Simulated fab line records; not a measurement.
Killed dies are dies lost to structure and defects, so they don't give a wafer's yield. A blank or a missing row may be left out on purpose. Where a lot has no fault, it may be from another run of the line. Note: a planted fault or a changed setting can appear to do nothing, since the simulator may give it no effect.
Which of the tools did it? || flow n5 finfet || 24 lots with 72 wafers sampled at 4 steps, on a route of 1938 steps

WHAT THE GAUGES SHOWED, per wafer
N5_FIN_SAQP_THK_MEAS_07. Usual: 60.2 nm for thk nm, sd 0.84.
{"lot": "L074", "measured": "day 1 21:10", "on": "film metro-01", "thk nm (nm)": "59.1 59.3 60.5", "flag": ""}
{"lot": "L075", "measured": "day 2 06:26", "on": "film metro-01", "thk nm (nm)": "60.2 60.0 60.0", "flag": ""}
{"lot": "L076", "measured": "day 2 09:41", "on": "film metro-01", "thk nm (nm)": "59.7 59.6 61.1", "flag": ""}
{"lot": "L077", "measured": "day 2 15:51", "on": "film metro-01", "thk nm (nm)": "60.7 60.4 61.7", "flag": ""}
{"lot": "L078", "measured": "day 2 20:47", "on": "film metro-01", "thk nm (nm)": "61.0 62.1 61.6", "flag": ""}
{"lot": "L079", "measured": "day 3 03:19", "on": "film metro-02", "thk nm (nm)": "59.1 60.1 60.8", "flag": ""}
{"lot": "L080", "measured": "day 3 10:11", "on": "film metro-02", "thk nm (nm)": "59.1 59.6 59.4", "flag": ""}
{"lot": "L081", "measured": "day 3 15:29", "on": "film metro-01", "thk nm (nm)": "58.6 59.7 59.7", "flag": ""}
{"lot": "L082", "measured": "day 3 21:14", "on": "film metro-01", "thk nm (nm)": "58.9 60.3 59.5", "flag": ""}
{"lot": "L083", "measured": "day 4 03:08", "on": "film metro-01", "thk nm (nm)": "59.8 60.7 60.5", "flag": ""}
{"lot": "L084", "measured": "day 4 09:13", "on": "film metro-01", "thk nm (nm)": "60.1 59.7 60.5", "flag": ""}
{"lot": "L085", "measured": "day 4 16:26", "on": "film metro-02", "thk nm (nm)": "59.4 60.3 60.0", "flag": ""}
{"lot": "L086", "measured": "day 4 22:32", "on": "film metro-02", "thk nm (nm)": "60.5 60.5 60.8", "flag": ""}
{"lot": "L087", "measured": "day 5 02:52", "on": "film metro-01", "thk nm (nm)": "59.0 59.1 60.2", "flag": ""}
{"lot": "L088", "measured": "day 5 09:50", "on": "film metro-02", "thk nm (nm)": "59.6 58.9 60.8", "flag": ""}
{"lot": "L089", "measured": "day 5 14:38", "on": "film metro-02", "thk nm (nm)": "59.6 59.5 60.2", "flag": ""}
{"lot": "L090", "measured": "day 5 20:56", "on": "film metro-02", "thk nm (nm)": "59.0 60.2 59.4", "flag": ""}
{"lot": "L091", "measured": "day 6 03:43", "on": "film metro-01", "thk nm (nm)": "58.5 59.1 60.2", "flag": ""}
{"lot": "L092", "measured": "day 6 09:26", "on": "film metro-01", "thk nm (nm)": "60.2 59.2 60.9", "flag": ""}
{"lot": "L093", "measured": "day 6 15:18", "on": "film metro-02", "thk nm (nm)": "59.6 59.1 60.6", "flag": ""}
{"lot": "L094", "measured": "day 6 23:04", "on": "film metro-02", "thk nm (nm)": "60.2 61.6 61.2", "flag": ""}
{"lot": "L095", "measured": "day 7 03:49", "on": "film metro-02", "thk nm (nm)": "61.4 62.1 61.6", "flag": ""}
{"lot": "L096", "measured": "day 7 09:17", "on": "film metro-02", "thk nm (nm)": "60.1 61.3 60.4", "flag": ""}
{"lot": "L097", "measured": "day 7 16:12", "on": "film metro-02", "thk nm (nm)": "61.1 60.7 59.7", "flag": ""}

N5_FIN_CUT_CD_MEAS_08: target cd 29.1 nm. Usual: 29.09 nm for cd nm, sd 0.22.
{"lot": "L074", "measured": "day 2 03:56", "on": "cd sem-01", "cd nm (nm)": "29.07 29.06 29.04", "flag": ""}
{"lot": "L075", "measured": "day 2 11:37", "on": "cd sem-02", "cd nm (nm)": "29.18 29.49 29.09", "flag": ""}
{"lot": "L076", "measured": "day 2 14:39", "on": "cd sem-03", "cd nm (nm)": "29.40 29.19 28.81", "flag": ""}
{"lot": "L077", "measured": "day 2 21:28", "on": "cd sem-02", "cd nm (nm)": "28.62 28.78 29.30", "flag": ""}
{"lot": "L078", "measured": "day 3 02:20", "on": "cd sem-03", "cd nm (nm)": "28.82 29.31 28.98", "flag": ""}
{"lot": "L079", "measured": "day 3 08:41", "on": "cd sem-01", "cd nm (nm)": "28.79 28.80 28.75", "flag": ""}
{"lot": "L080", "measured": "day 3 16:05", "on": "cd sem-01", "cd nm (nm)": "29.18 29.30 29.15", "flag": ""}
{"lot": "L081", "measured": "day 3 20:32", "on": "cd sem-01", "cd nm (nm)": "29.19 28.83 28.78", "flag": ""}
{"lot": "L082", "measured": "day 4 02:34", "on": "cd sem-03", "cd nm (nm)": "28.78 29.01 28.89", "flag": ""}
{"lot": "L083", "measured": "day 4 08:14", "on": "cd sem-01", "cd nm (nm)": "29.20 29.12 29.47", "flag": ""}
{"lot": "L084", "measured": "day 4 14:24", "on": "cd sem-03", "cd nm (nm)": "29.09 29.33 29.52", "flag": ""}
{"lot": "L085", "measured": "day 5 01:10", "on": "cd sem-03", "cd nm (nm)": "28.97 28.67 28.75", "flag": ""}
{"lot": "L086", "measured": "day 5 04:07", "on": "cd sem-03", "cd nm (nm)": "29.13 29.17 28.96", "flag": ""}
{"lot": "L087", "measured": "day 5 08:02", "on": "cd sem-03", "cd nm (nm)": "28.95 29.24 28.97", "flag": ""}
{"lot": "L088", "measured": "day 5 16:49", "on": "cd sem-02", "cd nm (nm)": "29.48 29.13 29.32", "flag": ""}
{"lot": "L089", "measured": "day 5 20:30", "on": "cd sem-01", "cd nm (nm)": "29.21 29.39 29.01", "flag": ""}
{"lot": "L090", "measured": "day 6 02:31", "on": "cd sem-02", "cd nm (nm)": "29.23 28.72 29.30", "flag": ""}
{"lot": "L091", "measured": "day 6 09:17", "on": "cd sem-03", "cd nm (nm)": "29.06 29.18 29.01", "flag": ""}
{"lot": "L092", "measured": "day 6 14:55", "on": "cd sem-03", "cd nm (nm)": "29.02 28.93 29.00", "flag": ""}
{"lot": "L093", "measured": "day 6 20:18", "on": "cd sem-03", "cd nm (nm)": "28.91 29.03 29.40", "flag": ""}
{"lot": "L094", "measured": "day 7 04:21", "on": "cd sem-03", "cd nm (nm)": "29.24 28.89 29.25", "flag": ""}
{"lot": "L095", "measured": "day 7 09:30", "on": "cd sem-03", "cd nm (nm)": "28.84 28.85 29.17", "flag": ""}
{"lot": "L096", "measured": "day 7 14:38", "on": "cd sem-01", "cd nm (nm)": "29.43 29.51 29.22", "flag": ""}
{"lot": "L097", "measured": "day 7 21:49", "on": "cd sem-01", "cd nm (nm)": "28.74 29.23 29.14", "flag": ""}

N5_FIN_CUT_OVL_MEAS_09. Usual: for FIN_CUT_OVL the level is 0.0 nm and the standard deviation is 0.61.
{"lot": "L074", "measured": "day 2 03:58", "on": "overlay-02", "FIN_CUT_OVL (nm)": "0.0 -0.1 -1.1", "flag": ""}
{"lot": "L075", "measured": "day 2 11:38", "on": "overlay-02", "FIN_CUT_OVL (nm)": "0.3 -0.2 0.4", "flag": ""}
{"lot": "L076", "measured": "day 2 14:41", "on": "overlay-02", "FIN_CUT_OVL (nm)": "0.1 0.7 0.3", "flag": ""}
{"lot": "L077", "measured": "day 2 21:30", "on": "overlay-01", "FIN_CUT_OVL (nm)": "0.1 -0.6 -0.9", "flag": ""}
{"lot": "L078", "measured": "day 3 02:22", "on": "overlay-01", "FIN_CUT_OVL (nm)": "-0.4 0.0 0.4", "flag": ""}
{"lot": "L079", "measured": "day 3 08:44", "on": "overlay-01", "FIN_CUT_OVL (nm)": "-0.5 0.5 0.6", "flag": ""}
{"lot": "L080", "measured": "day 3 16:07", "on": "overlay-02", "FIN_CUT_OVL (nm)": "0.0 0.0 -0.2", "flag": ""}
{"lot": "L081", "measured": "day 3 20:34", "on": "overlay-02", "FIN_CUT_OVL (nm)": "-1.0 0.0 -0.4", "flag": ""}
{"lot": "L082", "measured": "day 4 02:35", "on": "overlay-01", "FIN_CUT_OVL (nm)": "-0.6 0.2 0.5", "flag": ""}
{"lot": "L083", "measured": "day 4 08:16", "on": "overlay-01", "FIN_CUT_OVL (nm)": "0.9 -0.8 0.0", "flag": ""}
{"lot": "L084", "measured": "day 4 14:26", "on": "overlay-01", "FIN_CUT_OVL (nm)": "1.2 -0.7 0.3", "flag": ""}
{"lot": "L085", "measured": "day 5 01:12", "on": "overlay-01", "FIN_CUT_OVL (nm)": "0.7 0.6 0.2", "flag": ""}
{"lot": "L086", "measured": "day 5 04:08", "on": "overlay-01", "FIN_CUT_OVL (nm)": "-0.5 -0.4 0.3", "flag": ""}
{"lot": "L087", "measured": "day 5 08:04", "on": "overlay-01", "FIN_CUT_OVL (nm)": "0.2 0.4 -0.2", "flag": ""}
{"lot": "L088", "measured": "day 5 16:52", "on": "overlay-01", "FIN_CUT_OVL (nm)": "0.0 0.6 0.9", "flag": ""}
{"lot": "L089", "measured": "day 5 20:32", "on": "overlay-02", "FIN_CUT_OVL (nm)": "0.0 0.0 -0.3", "flag": ""}
{"lot": "L090", "measured": "day 6 02:34", "on": "overlay-01", "FIN_CUT_OVL (nm)": "0.0 -0.5 -0.4", "flag": ""}
{"lot": "L091", "measured": "day 6 09:19", "on": "overlay-01", "FIN_CUT_OVL (nm)": "0.0 -0.4 -0.2", "flag": ""}
{"lot": "L092", "measured": "day 6 14:57", "on": "overlay-02", "FIN_CUT_OVL (nm)": "-0.6 -0.3 -0.1", "flag": ""}
{"lot": "L093", "measured": "day 6 20:20", "on": "overlay-01", "FIN_CUT_OVL (nm)": "-1.2 -0.4 -1.8", "flag": ""}
{"lot": "L094", "measured": "day 7 04:23", "on": "overlay-02", "FIN_CUT_OVL (nm)": "-0.9 0.0 -0.2", "flag": ""}
{"lot": "L095", "measured": "day 7 09:32", "on": "overlay-02", "FIN_CUT_OVL (nm)": "-0.6 -0.5 0.0", "flag": ""}
{"lot": "L096", "measured": "day 7 14:41", "on": "overlay-02", "FIN_CUT_OVL (nm)": "-0.1 -0.1 -0.4", "flag": ""}
{"lot": "L097", "measured": "day 7 21:50", "on": "overlay-01", "FIN_CUT_OVL (nm)": "0.8 0.5 0.4", "flag": ""}

EACH LOT AND THE TOOL THAT RAN IT (in order: tool; ch and the chambers of the sampled wafers; start)
{"lot": "L074", "N5_FIN_SAQP_RECESS_75": "vapor etch-02 ch 0,1, day 1 22:28"}
{"lot": "L075", "N5_FIN_SAQP_RECESS_75": "vapor etch-01 ch 0,1, day 2 07:49"}
{"lot": "L076", "N5_FIN_SAQP_RECESS_75": "vapor etch-01 ch 0,1, day 2 10:56"}
{"lot": "L077", "N5_FIN_SAQP_RECESS_75": "vapor etch-01 ch 0,1, day 2 17:10"}
{"lot": "L078", "N5_FIN_SAQP_RECESS_75": "vapor etch-02 ch 0,1, day 2 22:12"}
{"lot": "L079", "N5_FIN_SAQP_RECESS_75": "vapor etch-01 ch 0,1, day 3 04:28"}
{"lot": "L080", "N5_FIN_SAQP_RECESS_75": "vapor etch-01 ch 0,1, day 3 11:59"}
{"lot": "L081", "N5_FIN_SAQP_RECESS_75": "vapor etch-01 ch 0,1, day 3 16:49"}
{"lot": "L082", "N5_FIN_SAQP_RECESS_75": "vapor etch-01 ch 0,1, day 3 22:31"}
{"lot": "L083", "N5_FIN_SAQP_RECESS_75": "vapor etch-01 ch 0,1, day 4 04:25"}
{"lot": "L084", "N5_FIN_SAQP_RECESS_75": "vapor etch-01 ch 1, day 4 10:36"}
{"lot": "L085", "N5_FIN_SAQP_RECESS_75": "vapor etch-01 ch 0,1, day 4 17:55"}
{"lot": "L086", "N5_FIN_SAQP_RECESS_75": "vapor etch-01 ch 0,1, day 4 23:52"}
{"lot": "L087", "N5_FIN_SAQP_RECESS_75": "vapor etch-01 ch 0,1, day 5 04:19"}
{"lot": "L088", "N5_FIN_SAQP_RECESS_75": "vapor etch-02 ch 0,1, day 5 12:05"}
{"lot": "L089", "N5_FIN_SAQP_RECESS_75": "vapor etch-01 ch 0,1, day 5 16:20"}
{"lot": "L090", "N5_FIN_SAQP_RECESS_75": "vapor etch-02 ch 0,1, day 5 22:23"}
{"lot": "L091", "N5_FIN_SAQP_RECESS_75": "vapor etch-01 ch 0,1, day 6 05:20"}
{"lot": "L092", "N5_FIN_SAQP_RECESS_75": "vapor etch-01 ch 0,1, day 6 11:04"}
{"lot": "L093", "N5_FIN_SAQP_RECESS_75": "vapor etch-01 ch 0,1, day 6 16:34"}
{"lot": "L094", "N5_FIN_SAQP_RECESS_75": "vapor etch-01 ch 0,1, day 7 00:28"}
{"lot": "L095", "N5_FIN_SAQP_RECESS_75": "vapor etch-02 ch 0,1, day 7 05:24"}
{"lot": "L096", "N5_FIN_SAQP_RECESS_75": "vapor etch-02 ch 0,1, day 7 11:01"}
{"lot": "L097", "N5_FIN_SAQP_RECESS_75": "vapor etch-01 ch 0,1, day 7 17:33"}
- N5_FIN_SAQP_RECESS_75: chemistry HF/NH3, target SiO2, target depth 14.4 nm, afs cycles 3, sublimation time 60 s.

AS READ BY THE TOOLS THEMSELVES (means over the sampled wafers that have a number; for cases with no such wafer, the mark the record gives instead)
N5_FIN_SAQP_RECESS_75. Usual: 6.3 A for drypump motor current A, sd 0.51.
{"lot": "L074", "tool": "vapor etch-02", "drypump motor current A (A)": 5.8, "flag": ""}
{"lot": "L075", "tool": "vapor etch-01", "drypump motor current A (A)": 6.5, "flag": ""}
{"lot": "L076", "tool": "vapor etch-01", "drypump motor current A (A)": 6.5, "flag": ""}
{"lot": "L077", "tool": "vapor etch-01", "drypump motor current A (A)": 6.5, "flag": ""}
{"lot": "L078", "tool": "vapor etch-02", "drypump motor current A (A)": 5.8, "flag": ""}
{"lot": "L079", "tool": "vapor etch-01", "drypump motor current A (A)": 6.5, "flag": ""}
{"lot": "L080", "tool": "vapor etch-01", "drypump motor current A (A)": 6.5, "flag": ""}
{"lot": "L081", "tool": "vapor etch-01", "drypump motor current A (A)": 6.5, "flag": ""}
{"lot": "L082", "tool": "vapor etch-01", "drypump motor current A (A)": 6.6, "flag": ""}
{"lot": "L083", "tool": "vapor etch-01", "drypump motor current A (A)": 6.6, "flag": ""}
{"lot": "L084", "tool": "vapor etch-01", "drypump motor current A (A)": 6.8, "flag": ""}
{"lot": "L085", "tool": "vapor etch-01", "drypump motor current A (A)": 6.6, "flag": ""}
{"lot": "L086", "tool": "vapor etch-01", "drypump motor current A (A)": 6.6, "flag": ""}
{"lot": "L087", "tool": "vapor etch-01", "drypump motor current A (A)": 6.5, "flag": ""}
{"lot": "L088", "tool": "vapor etch-02", "drypump motor current A (A)": 5.4, "flag": ""}
{"lot": "L089", "tool": "vapor etch-01", "drypump motor current A (A)": 6.6, "flag": ""}
{"lot": "L090", "tool": "vapor etch-02", "drypump motor current A (A)": 5.8, "flag": ""}
{"lot": "L091", "tool": "vapor etch-01", "drypump motor current A (A)": 6.5, "flag": ""}
{"lot": "L092", "tool": "vapor etch-01", "drypump motor current A (A)": 6.6, "flag": ""}
{"lot": "L093", "tool": "vapor etch-01", "drypump motor current A (A)": 6.5, "flag": ""}
{"lot": "L094", "tool": "vapor etch-01", "drypump motor current A (A)": 6.6, "flag": ""}
{"lot": "L095", "tool": "vapor etch-02", "drypump motor current A (A)": 5.8, "flag": ""}
{"lot": "L096", "tool": "vapor etch-02", "drypump motor current A (A)": 5.4, "flag": ""}
{"lot": "L097", "tool": "vapor etch-01", "drypump motor current A (A)": 6.5, "flag": ""}

THE ANSWER, worked out from the rows above alone
Rule: take the mean of a lot's wafers that have a number; if it is more than 3 standard deviations from the usual mean, the lot is off. A lot without any number at a reading at which 4 lots or more have one is off too. The other lots that the step has rows for count as sound. First the gauges in route order, then the tools' own readings, where a lot's mean is used as printed above. The first step at which some lot is off is used, and at that step the reading that is off furthest; a lot without a number counts as furthest.
Across all readings shown, no lot is off: no conclusion can be drawn from this.

WHAT THE SIMULATOR HAD PUT IN
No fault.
